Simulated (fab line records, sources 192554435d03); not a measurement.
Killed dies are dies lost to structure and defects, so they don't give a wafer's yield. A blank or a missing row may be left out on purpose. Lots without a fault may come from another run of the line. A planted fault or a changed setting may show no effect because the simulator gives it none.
Split-lot experiment | flow n5_finfet | 7 lots, 21 wafers read, on a route of 1938 steps

THE SPLIT
At N5_BEOL_M0_SAQP_COAT_08 (resist thk 90 nm), the setting spin_rpm was moved away from the recipe's 1500 rpm on 8 of the 21 wafers read, by -4.0% to +8.7%. The other wafers ran this setting at the recipe's value.

FROM THE SPLIT TO THE READING: what the file shows between them, 2 steps
- N5_BEOL_M0_SAQP_DEVELOP_13: develop time 30 s (also split here: develop_time_s)
- N5_BEOL_M0_SAQP_DESCUM_19: chemistry O2, time 7.9 s

THE READING
CAR-ArF_of_BEOL_M0_SAQP_COAT_08.thk_nm (the simulator's own value, which no gauge read), in nm, at N5_BEOL_M0_SAQP_ETCH_83 (etches SiARC in CF4, target depth 39 nm, time 65 s). The file gives no usual value for it. The 13 wafers here that ran the recipe average 55.6 nm, standard deviation 0.31 nm.

wafer  | tool, chamber at the split | spin_rpm as run, rpm | against the recipe | CAR-ArF_of_BEOL_M0_SAQP_COAT_08.thk_nm, nm | against lot-mates on the recipe
L075.1 | litho_track-05, 0          | 1500                 | recipe             | 56                                         | -
L075.3 | litho_track-05, 0          | 1500                 | recipe             | 55.8                                       | -
L075.5 | litho_track-05, 0          | 1443                 | -3.8%              | 57.2                                       | +1.3
L082.1 | litho_track-04, 0          | 1500                 | recipe             | 55.8                                       | -
L082.2 | litho_track-04, 0          | 1500                 | recipe             | 55.2                                       | -
L082.6 | litho_track-04, 0          | 1500                 | recipe             | 55.6                                       | -
L083.1 | litho_track-04, 0          | 1614                 | +7.6%              | 52.8                                       | -3.4
L083.3 | litho_track-04, 0          | 1500                 | recipe             | 56.2                                       | -
L083.4 | litho_track-04, 0          | 1614                 | +7.6%              | 52.6                                       | -3.6
L087.1 | litho_track-02, 0          | 1602                 | +6.8%              | 52.8                                       | no lot-mate on the recipe
L087.2 | litho_track-02, 0          | 1602                 | +6.8%              | 52.8                                       | no lot-mate on the recipe
L087.4 | litho_track-02, 0          | 1602                 | +6.8%              | 52.6                                       | no lot-mate on the recipe
L093.3 | litho_track-04, 0          | 1500                 | recipe             | 55.8                                       | -
L093.5 | litho_track-04, 0          | 1631                 | +8.7%              | 51.2                                       | -4.4
L093.6 | litho_track-04, 0          | 1500                 | recipe             | 55.4                                       | -
L095.2 | litho_track-05, 0          | 1500                 | recipe             | 55.2                                       | -
L095.4 | litho_track-05, 0          | 1440                 | -4.0%              | 57.4                                       | +2.1
L095.6 | litho_track-05, 0          | 1500                 | recipe             | 55.4                                       | -
L096.1 | litho_track-04, 0          | 1500                 | recipe             | 55.4                                       | -
L096.6 | litho_track-04, 0          | 1500                 | recipe             | 55.4                                       | -
L096.3 | litho_track-04, 0          | 1500                 | recipe             | 55.2                                       | -

THE FIT
A straight line over all 21 wafers: CAR-ArF_of_BEOL_M0_SAQP_COAT_08.thk_nm changes by -0.426 nm for each +1% of spin_rpm; r = -0.98; the points scatter about the line by 0.33 nm.
The same after taking each lot's own level away (the mean of its wafers on the recipe; 18 wafers): -0.471 nm for each +1%; r = -0.99; scatter 0.21 nm.
On that fit, the largest move of spin_rpm shifts the reading by 4.1 nm.
The lots' own levels span 55.30 to 56.20 nm, that is 2.9 times the standard deviation above.
So the lot-to-lot level changes the slope little: the two slopes agree.
Check: with one of the wafers moved furthest among these (+8.7%) left out of the fit, the line predicts -3.99 nm for it against its lot-mates. It came out at -4.4 nm against them.

OTHER SPLITS ON THESE WAFERS
These wafers also went through other splits before the reading. Each is held against what the fit with the lots' levels taken away leaves over:
other split on the same wafers            | wafers away from the commonest value | r with CAR-ArF_of_BEOL_M0_SAQP_COAT_08.thk_nm (lot level and that fit taken away)
N5_GATE_CUT_DESCUM_18 time_s              | 7                                    | +0.05
N5_MOL_CONTACT_COAG_PECVD_31 temp_c       | 7                                    | -0.17
N5_MOL_CONTACT_COAG_EXPOSE_81 dose_mj     | 2                                    | +0.11
N5_BEOL_M0_SAQP_DEVELOP_13 develop_time_s | 6                                    | -0.29

THE WHOLE CHAIN: every reading that the file lists as answering this split, in the file's order
step                       | what it does                                       | reading                                                                                 | change (the file's fit)               | r (the file's)
N5_BEOL_M0_SAQP_COAT_08    | resist thk 90 nm                                   | CAR-ArF_of_BEOL_M0_SAQP_COAT_08.thk_nm (the simulator's own value, which no gauge read) | -0.443 nm for each +1% of the setting | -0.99
N5_BEOL_M0_SAQP_DEVELOP_13 | develop time 30 s                                  | CAR-ArF_of_BEOL_M0_SAQP_COAT_08.thk_nm (the simulator's own value, which no gauge read) | -0.45 nm for each +1% of the setting  | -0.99
N5_BEOL_M0_SAQP_DESCUM_19  | chemistry O2, time 7.9 s                           | CAR-ArF_of_BEOL_M0_SAQP_COAT_08.thk_nm (the simulator's own value, which no gauge read) | -0.459 nm for each +1% of the setting | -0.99
N5_BEOL_M0_SAQP_ETCH_83    | etches SiARC in CF4, target depth 39 nm, time 65 s | CAR-ArF_of_BEOL_M0_SAQP_COAT_08.thk_nm (the simulator's own value, which no gauge read) | -0.476 nm for each +1% of the setting | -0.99

THE FILE'S OWN FIT
CAR-ArF_of_BEOL_M0_SAQP_COAT_08.thk_nm changes by -0.476 nm for each +1% of spin_rpm, r = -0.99.
